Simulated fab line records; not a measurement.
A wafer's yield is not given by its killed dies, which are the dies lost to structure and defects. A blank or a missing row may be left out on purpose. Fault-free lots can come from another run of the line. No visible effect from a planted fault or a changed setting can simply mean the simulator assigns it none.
Which of the tools did it? ; flow nandHarc ; Sampling: 14 lots, 42 wafers, 5 of 1302 route steps

## WHAT EACH GAUGE READ, for each wafer
NHARC_A_ONON_D2_THK_MEAS_21: measures by ellipsometry.
lot;measured;on;thkNm (nm)
L651;day 13 04:32;filmMetro-02;993 996 993
L652;day 13 10:38;filmMetro-02;983 982 984
L655;day 14 02:19;filmMetro-01;996 995 996
L654;day 14 09:05;filmMetro-01;999 996 996
L656;day 14 19:30;filmMetro-01;1008 1009 1008
L659;day 15 19:21;filmMetro-02;984 985 985
L658;day 16 00:01;filmMetro-02;1011 1011 1010
L663;day 17 11:28;filmMetro-01;1002 1001 1001
L668;day 20 04:16;filmMetro-02;1640 1640 1644
L670;day 20 12:03;filmMetro-02;1635 1636 1636
L671;day 21 07:10;filmMetro-02;1006 1005 1003
L672;day 21 18:54;filmMetro-01;1004 1005 1006
L673;day 21 18:55;filmMetro-02;1004 1003 1003
L674;day 22 16:47;filmMetro-01;1006 1006 1008

NHARC_A_CHANNEL_HOLE_D2_OVL_MEAS_11.
lot;measured;on;overlayXNm (nm);overlayYNm (nm)
L651;day 13 09:29;overlay-01;-0.6 -0.7 -0.4;0.3 0.7 -0.3
L652;day 13 15:40;overlay-01;-0.7 -1.0 -1.2;-0.3 0.3 0.1
L655;day 14 07:21;overlay-02;0.3 0.1 0.8;0.2 0.0 0.0
L654;day 14 18:02;overlay-01;1.1 0.5 0.9;-1.3 -0.8 -1.1
L656;day 15 00:56;overlay-02;-0.8 -1.1 -0.7;-1.1 -1.6 -0.5
L659;day 16 00:44;overlay-01;0.2 -0.1 0.0;-0.4 -0.1 -0.3
L658;day 16 04:55;overlay-01;0.6 0.6 0.7;1.8 1.1 1.2
L663;day 17 16:29;overlay-02;-1.8 -1.8 -0.6;0.6 1.2 0.6
L671;day 21 18:22;overlay-02;-0.7 0.0 -0.8;-0.1 -0.3 -0.2
L672;day 22 00:04;overlay-01;0.3 0.2 0.5;1.1 0.5 1.2
L673;day 22 00:14;overlay-01;-1.0 -0.6 -0.1;0.0 -0.5 -0.1
L674;day 22 21:50;overlay-02;1.0 0.9 0.3;0.1 1.0 1.1

NHARC_END_SORT_01.
lot;measured;on;killedAtArray;killedAtOther;killedAtPeriphery;killedDies;killedOpen;killedShort
L668;day 32 10:42;prober-01;673 675 674;1 1 0;3 1 3;677 677 677;6 3 4;3 0 6
L670;day 31 21:56;prober-01;673 673 671;0 0 1;4 4 5;677 677 677;6 2 4;3 5 0

## WHICH TOOL RAN EACH LOT (tool, then ch and the chambers of the sampled wafers, then the start)
lot;NHARC_A_CHANNEL_FILL_D1_ETCHBACK_08;NHARC_A_ONON_D2_DEP_19
L651;rieDiel-11 ch 0,2,3, day 13 04:01 or earlier;pecvdOnon-01 ch 0, day 13 04:01
L652;rieDiel-11 ch 0,2, day 13 10:11 or earlier;pecvdOnon-04 ch 0, day 13 10:11
L655;rieDiel-01 ch 0,2,3, day 14 01:49 or earlier;pecvdOnon-03 ch 0, day 14 01:49
L654;rieDiel-01 ch 2,3, day 14 08:34 or earlier;pecvdOnon-01 ch 0, day 14 08:34
L656;rieDiel-04 ch 0,1, day 14 18:59 or earlier;pecvdOnon-04 ch 0, day 14 18:59
L659;rieDiel-04 ch 0,2,3, day 15 18:50 or earlier;pecvdOnon-03 ch 0, day 15 18:50
L658;rieDiel-11 ch 0,2,3, day 15 23:29 or earlier;pecvdOnon-04 ch 0, day 15 23:29
L663;rieDiel-01 ch 0,2, day 17 10:58 or earlier;pecvdOnon-03 ch 0, day 17 10:58
L668;rieDiel-01 ch 0,1,3, day 20 03:45 or earlier;pecvdOnon-04 ch 0, day 20 03:45
L670;rieDiel-11 ch 0,2,3, day 20 11:36 or earlier;pecvdOnon-04 ch 0, day 20 11:36
L671;rieDiel-01 ch 2,3, day 21 06:46 or earlier;pecvdOnon-03 ch 0, day 21 06:46
L672;rieDiel-01 ch 0,1,3, day 21 18:23 or earlier;pecvdOnon-03 ch 0, day 21 18:23
L673;rieDiel-04 ch 0,1,2, day 21 18:34 or earlier;pecvdOnon-01 ch 0, day 21 18:34
L674;rieDiel-11 ch 1,2,3, day 22 16:16 or earlier;pecvdOnon-03 ch 0, day 22 16:16
- NHARC_A_CHANNEL_FILL_D1_ETCHBACK_08: etches the open film in C4F8, target depth 220 nm, time 110 s.
- NHARC_A_ONON_D2_DEP_19: target thk 1000 nm.

## WHAT THE TOOLS THEMSELVES READ (means of the sampled wafers that have a number; where no wafer has one, the mark that the record gives instead)
NHARC_A_CHANNEL_FILL_D1_ETCHBACK_08.
lot;tool;oesProductAu (a.u.);rfVppV (V)
L651;rieDiel-11;0.92;441.0
L652;rieDiel-11;0.93;443.0
L655;rieDiel-01;0.93;444.4
L654;rieDiel-01;0.98;444.3
L656;rieDiel-04;1.00;441.2
L659;rieDiel-04;1.00;440.4
L658;rieDiel-11;0.92;441.2
L663;rieDiel-01;0.92;443.1
L668;rieDiel-01;1.00;443.6
L670;rieDiel-11;0.93;441.2
L671;rieDiel-01;1.00;443.8
L672;rieDiel-01;0.95;444.2
L673;rieDiel-04;0.97;440.6
L674;rieDiel-11;0.93;440.3

NHARC_A_ONON_D2_DEP_19.
lot;tool;nh3FlowSccm (sccm)
L651;pecvdOnon-01;500.6
L652;pecvdOnon-04;498.1
L655;pecvdOnon-03;500.3
L654;pecvdOnon-01;499.3
L656;pecvdOnon-04;500.0
L659;pecvdOnon-03;500.0
L658;pecvdOnon-04;497.7
L663;pecvdOnon-03;501.0
L668;pecvdOnon-04;498.5
L670;pecvdOnon-04;501.5
L671;pecvdOnon-03;499.0
L672;pecvdOnon-03;499.8
L673;pecvdOnon-01;501.5
L674;pecvdOnon-03;501.0

## THE ANSWER, worked out from the rows above alone
Rule: usual is defined by the lots themselves. The widest of any qualifying gaps counts: lots, ordered by their means at a reading, are off when they make up no more than a third of the lots, leave a main group of 4 or more, and stand apart from it by 3 or more times the standard deviation of that group's means. The tables above print the reading to a certain number of digits; a main group whose means all agree to those digits is not used. Also off: a lot with no number at a reading for which 4 or more lots have one. All remaining lots with rows at the step are treated as sound. First the gauges in route order, then the tools' own readings, where a lot's mean is used as printed above. At the first step where some lot is off, the reading lying furthest off is the one used; lots without a number count as furthest.
Off: L668, L670 (NHARC_A_ONON_D2_THK_MEAS_21, thkNm). The main group: mean 1000 nm, standard deviation 8.5.
A tool fits if, at a process step before that reading, it ran every lot that is off, and no sound lot after the first of them. Gauges at NHARC_A_ONON_D2_THK_MEAS_21: tried the same way as those tools. With no start given for some of its lots, NHARC_A_CHANNEL_FILL_D1_ETCHBACK_08 uses the hours and lot order of NHARC_A_ONON_D2_DEP_19. One candidate fits, namely pecvdOnon-04 at NHARC_A_ONON_D2_DEP_19. A fault onset in the window from L658 (day 15 23:29, its last sound lot) to L668 (day 20 03:45, its first lot off) fits.

## WHAT HAD BEEN PUT IN BY THE SIMULATOR
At NHARC_A_ONON_D2_DEP_19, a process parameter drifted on pecvdOnon-04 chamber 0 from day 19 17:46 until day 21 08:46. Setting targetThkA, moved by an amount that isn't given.
Shown lots that were struck: L668, L670. This agrees with what the rule above found.
